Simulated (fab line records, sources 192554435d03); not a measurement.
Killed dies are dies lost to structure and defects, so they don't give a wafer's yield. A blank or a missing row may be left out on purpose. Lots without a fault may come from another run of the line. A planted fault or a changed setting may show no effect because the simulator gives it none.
fab line records | flow n5_finfet
record lots=8 wafers=24 last_day=18
route steps=1938 shown ZERO_LAYER@15 WELL_APT@30 BEOL_M4@1111 PASSIVATION@1936
lots that met no fault: from a run of the same line without faults
start_h: hours from the record's first day to the start of the lot's first wafer shown | wait_h: hours since the lot's step before | " the same as in the row above | L1.1+2: a row that stands for several wafers | - no value, or no start given | * or withheld: withheld | < > ~ a bound
route shown NAME@n: a module of which the file shows steps, and the number in the route of the first | usual: mean/standard deviation of fault-free wafers | same: alike in all rows | chamber/n: place in a boat | sites: the reading at each site | _std_site: their standard deviation | _edge_site: outer sites' mean less inner sites' | radius_mm: how far each site lies from the wafer's centre | mask NAME#n: copy n | behind: the tool/chamber that last shaped the wafer | hold: why the lot was held/for how many hours/how that ended | device: the transistor (n, p or np) that didn't switch | end of line: the same wafers' tests at the end of the route | a step without rows: its recipe alone | killed: dies lost to structure and defects at the first sort, not the wafer's yield | map: a wafer's dies, x killed, . not, _ none there
set.NAME: the setting as run; set.NAME@STEP: as run at that earlier step | model.NAME: the simulator's own value behind a step, which no gauge read
steps of the route over a sample of lots; a table a step, a row a wafer
services: from which hour (start_h, from the record's first day; less than 0 if before it) a tool's chamber was out of use, for how many hours, and why
## steps
# step N5_ZERO_LAYER_ETCH_17
# recipe chemistry=CF4 target=SiO2 target_depth_a=120 time_s=13.3 ion_energy_ev=350 pressure_mtorr=40 source_w=450 bias_w=215 Ar_flow_sccm=100 cf4_flow_sccm=100
# usual cf4_flow_sccm=100.01/0.27 drypump_motor_current_A=5.5/0.5 oes_product_au=0.78/0.058 rf_vpp_V=947/4.8 showerhead_plenum_p_Torr=2.11/0.074 throttle_valve_pct=15.58/0.18
# columns lot.wafer tool chamber start_h wait_h cf4_flow_sccm drypump_motor_current_A oes_product_au rf_hours_counter_h rf_vpp_V showerhead_plenum_p_Torr throttle_valve_pct
L828.1 rie_diel-02 1 12.84 0.0 100.05 6.3 0.82 100 944 2.07 15.36
L828.4 " 2 " " 100.28 5.1 0.79 - 944 2.07 15.51
L828.5 " 1 " " 99.82 6.3 0.82 - 944 2.07 15.36
L837.2 rie_diel-02 3 66.74 0.0 99.74 5.9 0.81 107 951 2.16 15.57
L837.4 " 0 " " 99.58 5.2 0.94 16 957 2.27 15.22
L837.5 " 0 " " 99.92 5.2 0.94 - 958 2.27 15.24
L840.1 rie_diel-01 1 84.73 0.0 99.97 4.7 0.73 161 955 2.23 15.86
L840.5 " 2 " " 100.03 6.3 0.76 - 949 2.14 15.46
L840.6 " 3 " " 100.12 5.7 0.72 - 947 2.13 15.75
L841.2 rie_diel-06 3 90.73 0.0 100.41 5.6 0.69 201 941 2.04 15.57
L841.4 " 2 " " 99.99 5.0 0.77 125 943 2.07 15.60
L841.6 " 1 " " 100.23 5.0 0.81 - 945 2.07 15.64
L843.1 rie_diel-01 1 102.71 0.0 100.39 4.7 0.73 166 953 2.23 15.85
L843.2 " 0 " " 100.13 5.4 0.82 85 939 2.00 15.41
L843.3 " 2 " " 100.20 6.3 0.75 133 949 2.14 15.47
L845.2 rie_diel-06 0 114.84 0.0 99.53 5.5 0.73 140 950 2.15 15.92
L845.3 " 3 " " 99.69 5.6 0.69 208 943 2.04 15.57
L845.5 " 3 " " 99.96 5.6 0.69 - 941 2.04 15.60
L850.1 rie_diel-06 0 145.09 0.0 100.22 5.6 0.73 150 948 2.14 15.92
L850.3 " 1 " " 100.47 4.9 0.78 133 944 2.07 15.68
L850.5 " 3 " " 100.23 5.6 0.67 - 943 2.03 15.61
L851.2 rie_diel-06 1 150.84 0.0 100.23 4.9 0.78 134 944 2.07 15.68
L851.3 " 0 " " 100.32 5.5 0.73 151 949 2.14 15.95
L851.5 " 1 " " 100.10 4.9 0.79 - 944 2.07 15.66
# step N5_ZERO_LAYER_STRIP_24
# recipe chemistry=O2 power_w=1000 temp_c=250 overash_fraction=0.3 pressure_mtorr=1000 o2_flow_sccm=6750
# usual drypump_motor_current_A=5.57/0.18 heater_power_w=347/27 o2_flow_sccm=6750/20 oes_product_au=0.647/0.0049 strip_time_to_endpoint_s=43.88/0.1
# columns lot.wafer tool chamber start_h wait_h drypump_motor_current_A heater_power_w o2_flow_sccm oes_product_au rf_hours_counter_h strip_time_to_endpoint_s
L828.1 plasma_asher-01 1 13.02 0.1 5.75 393 6785 0.645 77 43.92
L828.4 " 1 " " 5.77 393 6771 0.651 - 43.98
L828.5 " 0 " " 5.40 327 6744 0.645 - 43.86
L837.2 plasma_asher-01 0 66.96 0.1 5.43 312 6772 0.648 89 43.63
L837.4 " 1 " " 5.75 385 6752 0.639 - 43.70
L837.5 " 0 " " 5.43 312 6767 0.654 - 43.67
L840.1 plasma_asher-01 1 84.91 0.1 5.76 385 6741 0.643 92 43.92
L840.5 " 1 " " 5.74 384 6697 0.639 - 43.93
L840.6 " 0 " " 5.41 317 6753 0.638 - 43.95
L841.2 plasma_asher-01 1 90.91 0.1 5.75 389 6750 0.648 93 43.92
L841.4 " 0 " " 5.41 321 6722 0.655 - 43.88
L841.6 " 0 " " 5.41 321 6733 0.653 - 43.89
L843.1 plasma_asher-01 0 102.89 0.1 5.35 321 6736 0.640 95 43.90
L843.2 " 1 " " 5.76 383 6763 0.649 95 43.89
L843.3 " 0 " " 5.42 311 6730 0.646 - 43.85
L845.2 plasma_asher-02 1 115.02 0.1 5.73 343 6741 0.647 47 43.80
L845.3 " 1 " " 5.75 338 6754 0.654 - 43.87
L845.5 " 1 " " 5.73 330 6755 0.644 - 43.83
L850.1 plasma_asher-02 0 145.26 0.1 5.39 336 6749 0.638 53 44.00
L850.3 " 0 " " 5.39 344 6727 0.646 - 44.08
L850.5 " 0 " " 5.39 341 6749 0.650 - 44.10
L851.2 plasma_asher-02 0 151.02 0.1 5.38 340 6771 0.646 54 43.86
L851.3 " 1 " " 5.72 335 6748 0.652 - 43.79
L851.5 " 1 " " 5.72 338 6743 0.649 - 43.89
# step N5_ZERO_LAYER_INSPECT_20
# recipe inspect_instrument=darkfield mode=post_clean
# usual raw_defect_count=37/16
# columns lot.wafer tool chamber start_h wait_h raw_defect_count
L828.1 defect_inspect-01 - 13.38 0.0 24
L828.4 " - " " 34
L828.5 " - " " 24
L837.2 defect_inspect-01 - 67.35 0.0 37
L837.4 " - " " 25
L837.5 " - " " 36
L840.1 defect_inspect-01 - 85.27 0.0 361
L840.5 " - " " 378
L840.6 " - " " 370
L841.2 defect_inspect-01 - 91.29 0.0 400
L841.4 " - " " 383
L841.6 " - " " 376
L843.1 defect_inspect-02 - 103.27 0.0 382
L843.2 " - " " 349
L843.3 " - " " 408
L845.2 defect_inspect-02 - 115.38 0.0 36
L845.3 " - " " 25
L845.5 " - " " 37
L850.1 defect_inspect-02 - 145.62 0.0 87
L850.3 " - " " 33
L850.5 " - " " 36
L851.2 defect_inspect-01 - 151.38 0.0 12
L851.3 " - " " 24
L851.5 " - " " 23
# step N5_WELL_APT_INSPECT_10
# recipe mode=adi inspect_instrument=macro
# usual raw_defect_count=2.2/1.6
# columns lot.wafer tool chamber start_h wait_h raw_defect_count
L828.1 defect_inspect-01 - 13.73 0.0 3
L828.4 " - " " 1
L828.5 " - " " 1
L837.2 defect_inspect-01 - 67.83 0.0 0
L837.4 " - " " 3
L837.5 " - " " 1
L840.1 defect_inspect-02 - 85.75 0.0 >300
L840.5 " - " " >300
L840.6 " - " " >300
L841.2 defect_inspect-02 - 91.65 0.0 >300
L841.4 " - " " >300
L841.6 " - " " >300
L843.1 defect_inspect-02 - 103.76 0.0 >300
L843.2 " - " " >300
L843.3 " - " " >300
L845.2 defect_inspect-02 - 115.74 0.0 1
L845.3 " - " " 4
L845.5 " - " " 0
L850.1 defect_inspect-02 - 145.98 0.0 3
L850.3 " - " " 0
L850.5 " - " " 2
L851.2 defect_inspect-02 - 151.73 0.0 0
L851.3 " - " " 1
L851.5 " - " " 2
# step N5_WELL_APT_CD_MEAS_25
# recipe target_cd_nm=200 landing_energy_ev=500 detector=se_inlens
# usual cd_nm=199.7/1.4
# columns lot.wafer tool chamber start_h wait_h cd_nm
L828.1 cd_sem-03 0 14.92 - 197.1
L828.4 " 0 " " 198.3
L828.5 " 0 " " 198.2
L837.2 cd_sem-01 0 69.04 - 201.7
L837.4 " 0 " " 200.0
L837.5 " 0 " " 201.0
L840.1 cd_sem-02 0 87.16 - 200.1
L840.5 " 0 " " 201.8
L840.6 " 0 " " 200.8
L841.2 cd_sem-02 0 92.72 - 200.9
L841.4 " 0 " " 199.9
L841.6 " 0 " " 197.4
L843.1 cd_sem-03 0 104.82 - 199.6
L843.2 " 0 " " 198.5
L843.3 " 0 " " 200.9
L845.2 cd_sem-01 0 116.83 - 197.8
L845.3 " 0 " " 198.4
L845.5 " 0 " " 199.6
L850.1 cd_sem-03 0 147.17 - 201.1
L850.3 " 0 " " 201.7
L850.5 " 0 " " 202.3
L851.2 cd_sem-01 0 152.93 - 200.6
L851.3 " 0 " " 198.6
L851.5 " 0 " " 202.7
# step N5_WELL_APT_RTA_34
# recipe temp_c=1000 time_s=10 ambient=N2 idle_temp_c=600 ramp_up_c_per_s=150 ramp_down_c_per_s=60 cool_to_c=600
# usual lamp_power_pct=13.01/0.05 lamp_zone_5_pct=12.998/0.026 wafer_temp_C_max=1003.5/0.92
# columns lot.wafer tool chamber start_h wait_h lamp_power_pct lamp_zone_5_pct wafer_temp_C_max
L828.1 rtp_anneal-02 0 15.89 0.0 13.09 13.023 1002.9
L828.4 " 0 " " 12.92 12.986 1005.1
L828.5 " 0 " " 13.02 12.984 1003.7
L837.2 rtp_anneal-01 0 70.00 0.1 13.08 12.975 1002.7
L837.4 " 0 " " 13.04 13.021 1006.8
L837.5 " 0 " " 12.98 13.002 1003.0
L840.1 rtp_anneal-02 0 88.12 0.1 13.02 12.985 1003.2
L840.5 " 0 " " 13.03 12.988 1003.1
L840.6 " 0 " " 13.04 12.967 1004.2
L841.2 rtp_anneal-01 0 93.58 0.0 13.00 13.037 1004.5
L841.4 " 0 " " 13.07 12.972 1003.7
L841.6 " 0 " " 13.04 12.961 1003.9
L843.1 rtp_anneal-01 0 105.96 0.3 13.03 12.993 1002.3
L843.2 " 0 " " 13.02 13.075 1002.5
L843.3 " 0 " " 13.05 12.985 1004.1
L845.2 rtp_anneal-01 0 118.20 0.0 13.06 12.977 1005.3
L845.3 " 0 " " 12.96 13.000 1004.0
L845.5 " 0 " " 12.96 12.980 1002.4
L850.1 rtp_anneal-01 0 148.04 0.0 12.87 13.006 1003.4
L850.3 " 0 " " 12.99 13.032 1004.9
L850.5 " 0 " " 12.94 13.011 1005.4
L851.2 rtp_anneal-01 0 153.88 0.1 13.03 12.983 1003.7
L851.3 " 0 " " 12.96 12.976 1003.4
L851.5 " 0 " " 12.97 13.009 1004.8
# step N5_WELL_APT_INSPECT_38
# recipe inspect_instrument=darkfield mode=post_epi
# usual raw_defect_count=14/4.8
# columns lot.wafer tool chamber start_h wait_h raw_defect_count
L828.1 defect_inspect-02 - 16.76 0.5 9
L828.4 " - " " 12
L828.5 " - " " 10
L837.2 defect_inspect-01 - 71.07 0.6 8
L837.4 " - " " 10
L837.5 " - " " 14
L840.1 defect_inspect-02 - 89.00 0.5 345
L840.5 " - " " 336
L840.6 " - " " 352
L841.2 defect_inspect-02 - 94.44 0.4 372
L841.4 " - " " 351
L841.6 " - " " 364
L843.1 defect_inspect-01 - 106.84 0.5 349
L843.2 " - " " 340
L843.3 " - " " 389
L845.2 defect_inspect-01 - 119.05 0.4 13
L845.3 " - " " 16
L845.5 " - " " 11
L850.1 defect_inspect-01 - 149.14 0.7 18
L850.3 " - " " 15
L850.5 " - " " 10
L851.2 defect_inspect-01 - 154.73 0.4 10
L851.3 " - " " 12
L851.5 " - " " 7
# step N5_BEOL_M4_RC_MEAS_101
# usual DIBL_N=36.5/1.4 DIBL_P=36.9/1.7 IOFF_N=0.163/0.023 IOFF_P=0.22/0.032 ION_N=673/9 ION_P=462/7.5 SS_N=71.6/0.54 SS_P=73.4/0.62 VT_N=249.8/2.8 VT_P=-250/3.5
# columns lot.wafer tool chamber start_h wait_h DIBL_N[mV/V] DIBL_P[mV/V] IOFF_N[nA/um] IOFF_P[nA/um] ION_N[uA/um] ION_P[uA/um] SS_N[mV/dec] SS_P[mV/dec] VT_N[mV] VT_P[mV]
L828.1 prober-02 0 164.82 0.0 35.6 35.4 0.143 0.19 663 459 71.8 73.3 252.3 -255
L828.4 " 0 " " 36.6 36.4 0.167 0.20 665 450 72.1 73.2 249.5 -253
L828.5 " 0 " " 35.5 35.4 0.149 0.19 674 461 71.7 72.7 251.7 -255
L837.2 prober-02 0 216.07 0.2 33.7 34.2 0.114 0.14 642 441 71.0 72.4 256.7 -258
L837.4 " 0 " " 35.0 37.2 0.146 0.18 671 453 71.8 72.6 250.6 -256
L837.5 " 0 " " 35.0 36.4 0.137 0.17 670 453 71.4 73.4 253.7 -256
L840.1 prober-02 0 245.61 0.0 37.6 38.3 0.190 0.26 675 466 71.9 73.5 247.7 -248
L840.5 " 0 " " 35.4 34.8 0.134 0.19 655 447 70.7 72.7 255.9 -253
L840.6 " 0 " " 36.4 36.9 0.165 0.23 686 467 71.2 73.6 248.5 -251
L843.1 prober-01 0 250.54 0.0 37.3 38.5 0.196 0.24 682 462 71.8 74.2 245.1 -249
L843.2 " 0 " " 38.3 39.0 0.204 0.25 694 464 71.9 74.2 244.8 -248
L843.3 " 0 " " 36.1 36.6 0.161 0.22 687 469 70.9 74.0 248.7 -249
L841.2 prober-02 0 250.79 0.2 37.1 35.0 0.147 0.18 663 447 71.5 73.0 250.5 -255
L841.4 " 0 " " 38.6 37.5 0.184 0.22 675 455 71.8 74.8 249.4 -252
L841.6 " 0 " " 38.2 36.8 0.174 0.20 683 454 71.9 73.5 248.8 -253
L845.2 prober-02 0 276.68 0.2 36.8 38.5 0.174 0.21 686 462 71.9 73.5 247.8 -251
L845.3 " 0 " " 36.8 38.7 0.182 0.24 684 470 71.7 73.6 248.8 -248
L845.5 " 0 " " 37.8 40.1 0.198 0.25 688 467 72.4 73.6 244.6 -246
L851.2 prober-02 0 303.82 0.2 37.3 36.0 0.184 0.25 675 464 71.8 73.7 246.7 -246
L851.3 " 0 " " 38.3 37.0 0.213 0.29 673 460 71.7 74.9 245.4 -246
L851.5 " 0 " " 37.7 35.6 0.183 0.25 673 462 72.7 74.1 249.9 -247
L850.1 prober-02 0 309.87 0.0 37.4 36.8 0.154 0.21 669 464 71.8 73.0 251.2 -249
L850.3 " 0 " " 35.0 33.4 0.117 0.16 668 456 71.4 72.8 254.7 -253
L850.5 " 0 " " 37.4 36.2 0.156 0.20 664 455 71.9 73.4 252.8 -249
# step N5_PASSIVATION_PROBE_49
# usual defect_limited_yield=91.2/1.4 killed_at_M0_to_M3=35/11 killed_at_M4_up=12/4.2 killed_at_contacts=13/5.6 killed_at_front_end=40/12 killed_at_other=3.3/2.6 killed_dies=103/17 killed_open=68/12 killed_short=34/7.6 sort_bin_5_function=5.1/0.95 sort_bin_6_memory=3.3/0.68 sort_bin_8_speed=0.00/0.007 sort_n_pass=1077/17 sort_yield_pct=91.2/1.4
# same gross_dies=1180 killed_at_back_side=0 sort_bin_4_leakage[%]=0
# columns lot.wafer tool chamber start_h wait_h defect_limited_yield[%] killed_at_M0_to_M3 killed_at_M4_up killed_at_contacts killed_at_front_end killed_at_other killed_dies killed_open killed_short sort_bin_5_function[%] sort_bin_6_memory[%] sort_bin_8_speed[%] sort_n_pass sort_yield_pct[%]
L828.1 prober-02 - 274.02 0.0 87.8 42 11 21 65 5 144 104 38 6.8 5.1 0 1036 87.8
L828.4 prober-02 - 274.17 0.2 91.3 34 7 16 39 7 103 77 26 5.0 3.6 0 1077 91.3
L828.5 prober-02 - 274.22 0.2 90.7 28 5 11 63 3 110 73 36 5.7 3.6 0 1070 90.7
L837.2 prober-02 - 321.38 0.1 90.1 39 16 13 41 8 117 73 42 5.8 3.8 0.08 1062 90.0
L837.4 prober-02 - 321.48 0.2 92.2 43 10 5 27 7 92 62 30 5.0 2.6 0 1088 92.2
L837.5 prober-02 - 321.53 0.2 93.1 38 10 10 22 2 82 57 24 3.8 3.0 0 1098 93.1
L840.1 prober-02 - 339.91 0.0 83.6 40 17 12 125 0 194 79 35 10.5 3.7 0 986 83.6
L840.5 prober-02 - 340.11 0.2 85.2 26 14 4 122 9 175 55 38 9.8 3.5 0 1005 85.2
L840.6 prober-02 - 340.16 0.3 82.9 21 15 9 154 3 202 67 34 11.3 3.6 0 978 82.9
L843.1 prober-01 - 349.13 0.0 84.7 26 5 11 130 8 180 60 15 10.4 3.6 0 1000 84.7
L843.2 prober-01 - 349.18 0.1 84.7 26 10 16 124 4 180 63 33 9.3 4.2 0 1000 84.7
L843.3 prober-01 - 349.23 0.1 83.5 18 9 9 158 1 195 53 27 11.1 3.7 0 985 83.5
L841.2 prober-01 - 351.45 0.4 85.6 28 5 17 117 3 170 53 29 9.4 3.5 0 1010 85.6
L841.4 prober-01 - 351.55 0.5 85.5 16 12 17 125 1 171 36 30 9.2 4.1 0 1009 85.5
L841.6 prober-01 - 351.65 0.6 81.9 43 14 24 130 3 214 81 30 10.8 5.5 0 966 81.9
L845.2 prober-01 - 374.96 0.1 88.6 37 8 19 68 3 135 91 44 6.9 4.1 0 1045 88.6
L845.3 prober-01 - 375.01 0.1 88.1 50 14 5 68 4 141 98 42 6.4 5.3 0 1039 88.1
L845.5 prober-01 - 375.11 0.2 87.9 67 12 15 46 3 143 86 54 7.5 4.0 0 1037 87.9
L851.2 prober-02 - 426.90 0.1 92.2 13 11 7 60 1 92 62 29 5.1 2.5 0 1088 92.2
L851.3 prober-02 - 426.95 0.1 89.2 28 11 17 72 0 128 93 35 6.8 3.9 0 1052 89.2
L851.5 prober-02 - 427.05 0.2 89.3 39 11 14 61 1 126 91 35 6.5 4.0 0 1054 89.3
L850.1 prober-01 - 428.32 0.0 91.4 23 24 8 39 8 102 64 36 5.3 3.0 0 1078 91.4
L850.3 prober-01 - 428.42 0.1 89.5 42 17 12 45 8 124 74 49 5.9 4.2 0 1056 89.5
L850.5 prober-01 - 428.52 0.2 88.3 49 14 19 55 1 138 90 45 6.0 5.3 0 1042 88.3
# killed by level:class
L828.1 STI_FIN_REVEAL:geometric_particle:open=30 MOL_CONTACT_COAG:geometric_particle:open=19 BEOL_M0_SAQP:geometric_particle:open=12 FIN_SAQP:geometric_particle:open=8 BEOL_M1:geometric_particle:open=8 BEOL_M0_SAQP:geometric_particle:short=7 STI_FIN_REVEAL:geometric_particle:short=7 BEOL_M1:geometric_particle:short=6
L828.4 FIN_SAQP:geometric_particle:open=14 MOL_CONTACT_COAG:geometric_particle:open=13 BEOL_M3:geometric_particle:open=9 STI_FIN_REVEAL:geometric_particle:open=6 BEOL_M0_SAQP:geometric_particle:open=6 BEOL_M2:geometric_particle:open=5 BEOL_M4:geometric_particle:open=5 FIN_SAQP:geometric_particle:short=4
L828.5 STI_FIN_REVEAL:geometric_particle:open=12 GATE_CUT:geometric_particle:open=12 BEOL_M2:geometric_particle:open=10 GATE_CUT:geometric_particle:short=9 FIN_SAQP:geometric_particle:open=8 MOL_CONTACT_COAG:geometric_particle:open=8 DUMMY_GATE:geometric_particle:open=7 FIN_SAQP:geometric_particle:short=6
L837.2 BEOL_M1:geometric_particle:open=12 MOL_CONTACT_COAG:geometric_particle:open=12 FIN_SAQP:geometric_particle:open=9 FIN_SAQP:geometric_particle:short=9 BEOL_M0_SAQP:geometric_particle:open=9 GATE_CUT:geometric_particle:short=7 BEOL_M0_SAQP:geometric_particle:short=7 BEOL_M4:geometric_particle:open=7
L837.4 BEOL_M3:geometric_particle:open=12 BEOL_M2:geometric_particle:open=10 BEOL_M1:geometric_particle:open=8 FIN_SAQP:geometric_particle:short=7 MOL_CONTACT_COAG:geometric_particle:open=5 DUMMY_GATE:geometric_particle:open=4 BEOL_M0:geometric_particle:open=4 BEOL_M3:geometric_particle:short=4
L837.5 MOL_CONTACT_COAG:geometric_particle:open=8 BEOL_M1:geometric_particle:open=8 BEOL_M2:geometric_particle:open=7 DUMMY_GATE:geometric_particle:open=6 BEOL_M0_SAQP:geometric_particle:open=6 FIN_SAQP:geometric_particle:short=5 BEOL_M1:geometric_particle:short=5 BEOL_M4:geometric_particle:open=4
L840.1 ZERO_LAYER:unspecified=75 STI_FIN_REVEAL:geometric_particle:open=13 BEOL_M0_SAQP:geometric_particle:open=13 BEOL_M0_SAQP:geometric_particle:short=11 BEOL_M4:geometric_particle:open=10 MOL_CONTACT_COAG:geometric_particle:open=9 FIN_SAQP:geometric_particle:open=6 DUMMY_GATE:geometric_particle:open=5
L840.5 ZERO_LAYER:unspecified=82 BEOL_M0_SAQP:geometric_particle:short=9 BEOL_M4:geometric_particle:open=8 ILD0:geometric_particle:short=8 BEOL_M0_SAQP:geometric_particle:open=8 STI_FIN_REVEAL:geometric_particle:open=6 ILD0:geometric_particle:open=5 GATE_CUT:geometric_particle:short=4
L840.6 ZERO_LAYER:unspecified=99 STI_FIN_REVEAL:geometric_particle:open=14 FIN_SAQP:geometric_particle:open=8 MOL_CONTACT_COAG:geometric_particle:open=8 ILD0:geometric_particle:short=6 BEOL_M0_SAQP:geometric_particle:open=5 GATE_CUT:geometric_particle:short=5 BEOL_M1:geometric_particle:open=5
L843.1 ZERO_LAYER:unspecified=105 STI_FIN_REVEAL:geometric_particle:open=10 BEOL_M1:geometric_particle:open=10 MOL_CONTACT_COAG:geometric_particle:open=8 BEOL_M2:geometric_particle:open=5 BEOL_M0_SAQP:geometric_particle:short=4 MIM_TOP_ETCH:geometric_particle:open=4 BEOL_M3:geometric_particle:open=4
L843.2 ZERO_LAYER:unspecified=83 STI_FIN_REVEAL:geometric_particle:open=14 MOL_CONTACT_COAG:geometric_particle:open=14 BEOL_M0_SAQP:geometric_particle:short=8 FIN_SAQP:geometric_particle:open=6 FIN_SAQP:geometric_particle:short=5 BEOL_M0_SAQP:geometric_particle:open=5 BEOL_M2:geometric_particle:open=4
L843.3 ZERO_LAYER:unspecified=113 FIN_SAQP:geometric_particle:short=14 FIN_SAQP:geometric_particle:open=9 MOL_CONTACT_COAG:geometric_particle:open=7 BEOL_M3:geometric_particle:open=7 GATE_CUT:geometric_particle:open=6 BEOL_M0_SAQP:geometric_particle:open=6 GATE_CUT:geometric_particle:short=3
L841.2 ZERO_LAYER:unspecified=88 MOL_CONTACT_COAG:geometric_particle:open=15 BEOL_M0_SAQP:geometric_particle:short=9 FIN_SAQP:geometric_particle:short=7 BEOL_M0_SAQP:geometric_particle:open=7 FIN_SAQP:geometric_particle:open=6 BEOL_M2:geometric_particle:open=6 STI_FIN_REVEAL:geometric_particle:open=5
L841.4 ZERO_LAYER:unspecified=105 MOL_CONTACT_COAG:geometric_particle:open=13 GATE_CUT:geometric_particle:short=5 BEOL_M5:geometric_particle:open=5 STI_FIN_REVEAL:geometric_particle:open=4 ILD0:geometric_particle:short=4 BEOL_M2:geometric_particle:short=4 MOL_CONTACT_COAG:geometric_particle:short=4
L841.6 ZERO_LAYER:unspecified=103 MOL_CONTACT_COAG:geometric_particle:open=21 BEOL_M2:geometric_particle:open=13 BEOL_M0_SAQP:geometric_particle:open=9 STI_FIN_REVEAL:geometric_particle:open=7 BEOL_M4:geometric_particle:open=7 BEOL_M0_SAQP:geometric_particle:short=6 BEOL_M3:geometric_particle:open=5
L845.2 STI_FIN_REVEAL:geometric_particle:open=22 FIN_SAQP:geometric_particle:short=15 MOL_CONTACT_COAG:geometric_particle:open=15 BEOL_M0_SAQP:geometric_particle:short=9 BEOL_M2:geometric_particle:open=9 BEOL_M0_SAQP:geometric_particle:open=8 ILD0:geometric_particle:short=5 ILD0:geometric_particle:open=5
L845.3 STI_FIN_REVEAL:geometric_particle:open=26 BEOL_M2:geometric_particle:open=15 BEOL_M0_SAQP:geometric_particle:open=10 STI_FIN_REVEAL:geometric_particle:short=9 FIN_SAQP:geometric_particle:short=8 BEOL_M0_SAQP:geometric_particle:short=7 BEOL_M4:geometric_particle:open=7 FIN_SAQP:geometric_particle:open=6
L845.5 BEOL_M2:geometric_particle:open=25 BEOL_M0_SAQP:geometric_particle:short=15 MOL_CONTACT_COAG:geometric_particle:open=12 FIN_SAQP:geometric_particle:short=11 STI_FIN_REVEAL:geometric_particle:open=11 BEOL_M1:geometric_particle:open=7 GATE_CUT:geometric_particle:short=6 BEOL_M0_SAQP:geometric_particle:open=5
L851.2 STI_FIN_REVEAL:geometric_particle:open=16 FIN_SAQP:geometric_particle:open=14 STI_FIN_REVEAL:geometric_particle:short=7 MOL_CONTACT_COAG:geometric_particle:open=7 FIN_SAQP:geometric_particle:short=6 GATE_CUT:geometric_particle:short=6 BEOL_M3:geometric_particle:open=4 STARTING-WAFER:geometric_particle:open=4
L851.3 STI_FIN_REVEAL:geometric_particle:open=30 FIN_SAQP:geometric_particle:open=16 MOL_CONTACT_COAG:geometric_particle:open=15 FIN_SAQP:geometric_particle:short=9 GATE_CUT:geometric_particle:short=6 BEOL_M0_SAQP:geometric_particle:open=6 BEOL_M1:geometric_particle:open=6 STI_FIN_REVEAL:geometric_particle:short=4
L851.5 STI_FIN_REVEAL:geometric_particle:open=31 MOL_CONTACT_COAG:geometric_particle:open=10 STI_FIN_REVEAL:geometric_particle:short=8 BEOL_M1:geometric_particle:open=8 BEOL_M3:geometric_particle:open=8 BEOL_M2:geometric_particle:open=7 FIN_SAQP:geometric_particle:open=6 BEOL_M0_SAQP:geometric_particle:short=6
L850.1 FIN_SAQP:geometric_particle:open=10 BEOL_M4:geometric_particle:short=9 BEOL_M3:geometric_particle:open=7 GATE_CUT:geometric_particle:short=6 MOL_CONTACT_COAG:geometric_particle:open=6 DUMMY_GATE:geometric_particle:open=5 FIN_SAQP:geometric_particle:short=4 STI_FIN_REVEAL:geometric_particle:open=4
L850.3 BEOL_M0_SAQP:geometric_particle:open=15 BEOL_M0_SAQP:geometric_particle:short=12 STI_FIN_REVEAL:geometric_particle:open=10 FIN_SAQP:geometric_particle:short=9 MOL_CONTACT_COAG:geometric_particle:open=9 GATE_CUT:geometric_particle:short=7 BEOL_M4:geometric_particle:short=6 FIN_SAQP:geometric_particle:open=5
L850.5 MOL_CONTACT_COAG:geometric_particle:open=16 STI_FIN_REVEAL:geometric_particle:open=13 FIN_SAQP:geometric_particle:open=10 BEOL_M2:geometric_particle:open=10 BEOL_M1:geometric_particle:open=9 BEOL_M0_SAQP:geometric_particle:open=8 FIN_SAQP:geometric_particle:short=7 GATE_CUT:geometric_particle:short=7
## services
# columns tool chamber start_h hours kind
rie_diel-02 0 -2.56 - clean
rie_diel-02 0 -2.56 - consumable_replace:focus_ring
rie_diel-02 0 -2.56 - consumable_replace:showerhead
rie_diel-02 0 -2.56 16.5 scheduled_down
rie_diel-02 0 -2.56 16.5 vent_cycle
rie_diel-01 1 16.98 6.8 repair
plasma_asher-02 - 61.68 3.9 repair
rie_diel-01 - 89.90 2.8 pm
rie_diel-02 0 100.79 3.5 repair
rie_diel-02 0 104.59 9.6 repair
rie_diel-02 3 125.78 8.9 repair
## key
first_sign step=N5_ZERO_LAYER_INSPECT_20 reading=raw_defect_count direction=up sigmas=22 usual=37 struck=379
effect step=N5_WELL_APT_INSPECT_10 reading=raw_defect_count direction=up sigmas=99+ usual=2.2 struck=>300
effect step=N5_WELL_APT_INSPECT_38 reading=raw_defect_count direction=up sigmas=71 usual=14 struck=355
effect step=N5_PASSIVATION_PROBE_49 reading=killed_at_front_end direction=up sigmas=7.6 usual=40 struck=132
more_kills_born_at N5_ZERO_LAYER_STRIP_24@plasma_asher-01=853
met_at N5_ZERO_LAYER_STRIP_24
struck_lots L840,L841,L843
not_acting_at N5_ZERO_LAYER_ETCH_17,N5_WELL_APT_CD_MEAS_25,N5_WELL_APT_RTA_34
onset_between 66.96 84.91
fault kind=chamber_particle_source tool=plasma_asher-01 chamber=- onset_h=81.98 steps=N5_ZERO_LAYER_STRIP_24 rate_per_visit_cm2=0.52861 end_h=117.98
